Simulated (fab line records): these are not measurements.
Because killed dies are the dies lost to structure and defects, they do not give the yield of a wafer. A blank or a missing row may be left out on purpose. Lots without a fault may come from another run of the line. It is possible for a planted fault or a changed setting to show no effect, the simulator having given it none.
A struck lot beside a sound one + flow n5 finfet + 25 steps out of a route of 1938
Sound: these wafers, L261.1, L261.4, L261.5. Struck: wafers L272.2, L272.3, L272.4. The cause comes at the end.
Each step with rows lists, per side, the tool, then ch with its chambers, then its first start. Under that, the readings that differ: sound wafers + struck wafers + difference of the means + sigmas: that difference in standard deviations of wafers without a fault.
alike: words and numbers the same on both sides, and readings whose means are apart by under 2 such deviations; not compared: readings that were withheld, readings missing a value for some wafer, numbers with overlapping values and no deviation given by the record, and bounds like >300 which may hide the same value.
A row with sigmas, a row that says differs or no value, or rows on one side alone: a step with any of these is where the two part. Numbers that have no deviation but don't overlap get no sigmas and don't part them. A reading missing from all wafers of one side parts the sides only when that side holds two or more wafers.

N5_BEOL_M8_INSPECT_13: inspects for defects (brightfield).
  struck on defect inspect-02, day 12 12:11; sound on defect inspect-01, day 10 10:26
  alike: raw defect count
then, 1 step without rows for these wafers: N5_BEOL_M8_DESCUM_16 (chemistry O2, time 7.9 s).
N5_BEOL_M8_ETCH_61: etches SiARC in CF4, target depth 45.5 nm, time 75.8 s.
  sound on rie diel-06 ch 0,1,2, day 10 10:30; struck on rie diel-02 ch 1,2,3, day 12 12:54
  alike: drypump motor current A, etch rf on time s, mfc ar sccm, oes product au, rf vpp V, showerhead plenum p Torr, throttle valve pct
  not compared: rf hours counter h
N5_BEOL_M8_ETCH_62: etches SOC in N2/H2, target depth 110 nm, overetch 22 nm, time 165 s.
  sound on rie diel-06 ch 0,1,2, day 10 10:33; struck on rie diel-02 ch 1,2,3, day 12 12:57
  alike: drypump motor current A, oes product au, rf vpp V, showerhead plenum p Torr, throttle valve pct
  not compared: rf hours counter h
then, 1 step without rows for these wafers: N5_BEOL_M8_STRIP_68 (strips in N2/H2).
N5_BEOL_M8_STRIP_67: strips in CF4.
  sound on rie diel-06 ch 0,1,2, day 10 10:42; struck on rie diel-02 ch 1,2,3, day 12 13:06
  alike: drypump motor current A, oes product au, rf vpp V, showerhead plenum p Torr, throttle valve pct
  not compared: rf hours counter h
N5_BEOL_M8_HM_OPEN_17: chemistry Cl2/BCl3, target TiN, target depth 20 nm, overetch 6 nm.
  sound on rie metal-02 ch 0, day 10 10:44; struck on rie metal-02 ch 0,1, day 12 13:08
  alike: drypump motor current A, mfc ar sccm, oes product au, throttle valve pct
  not compared: rf hours counter h
N5_BEOL_M8_STRIP_19: strips in O2.
  sound on rie diel-03 ch 0,2,3, day 10 10:58; struck on rie diel-03 ch 1,2,3, day 12 13:16
  alike: drypump motor current A, oes product au, rf vpp V, showerhead plenum p Torr, throttle valve pct
  not compared: rf hours counter h
N5_BEOL_M8_CD_MEAS_18: pitch 80 nm, target cd 40 nm.
  struck on cd sem-01, day 12 13:20; sound on cd sem-01, day 10 11:02
  alike: cd nm
then, 3 steps without rows for these wafers: N5_BEOL_M8_COAT_63 (time 60 s, resist thk 60 nm); N5_BEOL_M8_COAT_64 (time 60 s, resist thk 12 nm); N5_BEOL_M8_COAT_71 (time 60 s, resist thk 5 nm).
N5_BEOL_M8_COAT_22: resist thk 30 nm.
  sound on litho track-04 ch 0, day 10 11:05; struck on litho track-04 ch 0, day 12 14:37
| reading                                      | sound                | struck               | difference | sigmas |
|----------------------------------------------|----------------------|----------------------|------------|--------|
| spin speed rpm (rpm)                         | 1499.1 1502.4 1501.7 | 1410.1 1409.0 1408.7 | -91.8      | -76    |
| model.CAR-EUV_of_BEOL_M8_COAT_22.thk nm (nm) | 30 30 30             | 31 31 31             | +1         |        |
then, 5 steps without rows for these wafers: N5_BEOL_M8_EBR_24; N5_BEOL_M8_SOFTBAKE_23 (time 60 s); N5_BEOL_M8_EXPOSE_25 (exposes mask V7, target cd 40 nm); N5_BEOL_M8_PEB_26 (peb time 60 s); N5_BEOL_M8_DEVELOP_27 (develop time 30 s).
N5_BEOL_M8_CD_MEAS_28: target cd 40 nm.
  sound on cd sem-03 ch 0, day 10 11:28; struck on cd sem-03 ch 0, day 12 15:02
  alike: cd nm
N5_BEOL_M8_OVL_MEAS_29:
  sound on overlay-02 ch 0, day 10 11:30; struck on overlay-01 ch 0, day 12 15:04
  alike: V7_OVL
N5_BEOL_M8_INSPECT_30: inspects for defects (brightfield).
  struck on defect inspect-01, day 12 15:08; sound on defect inspect-02, day 10 11:34
| reading          | sound       | struck      | difference | sigmas |
|------------------|-------------|-------------|------------|--------|
| raw defect count | 596 471 695 | 363 285 284 | -277       | -3     |
then, 2 steps without rows for these wafers: N5_BEOL_M8_DESCUM_33 (chemistry O2, time 7 s); N5_BEOL_M8_ETCH_72 (etches underlayer in N2/H2, target depth 6.5 nm, time 5.2 s).
N5_BEOL_M8_ETCH_65: etches SiARC in CF4, target depth 15.6 nm, time 26 s.
  sound on rie diel-06 ch 0,1,2, day 10 11:39; struck on rie diel-03 ch 1,2,3, day 12 15:47
| reading                                      | sound          | struck     | difference | sigmas |
|----------------------------------------------|----------------|------------|------------|--------|
| model.CAR-EUV_of_BEOL_M8_COAT_22.thk nm (nm) | 11.2 11.2 11.4 | 12 12.2 12 | +1         |        |
  alike: drypump motor current A, etch rf on time s, mfc ar sccm, oes product au, rf vpp V, showerhead plenum p Torr, throttle valve pct
  not compared: rf hours counter h
then, 1 step without rows for these wafers: N5_BEOL_M8_ETCH_66 (etches SOC in N2/H2, target depth 80 nm, overetch 16 nm, time 120 s).

== WHERE THEY PART ==
Last at N5_BEOL_M8_INSPECT_30 as far as this record goes, first at N5_BEOL_M8_COAT_22. Later steps at which nothing parts them and some readings are alike: N5_BEOL_M8_ETCH_65.

WHY: what the simulator had put in
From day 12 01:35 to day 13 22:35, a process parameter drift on litho track-04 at N5_BEOL_M8_COAT_22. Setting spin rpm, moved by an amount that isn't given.
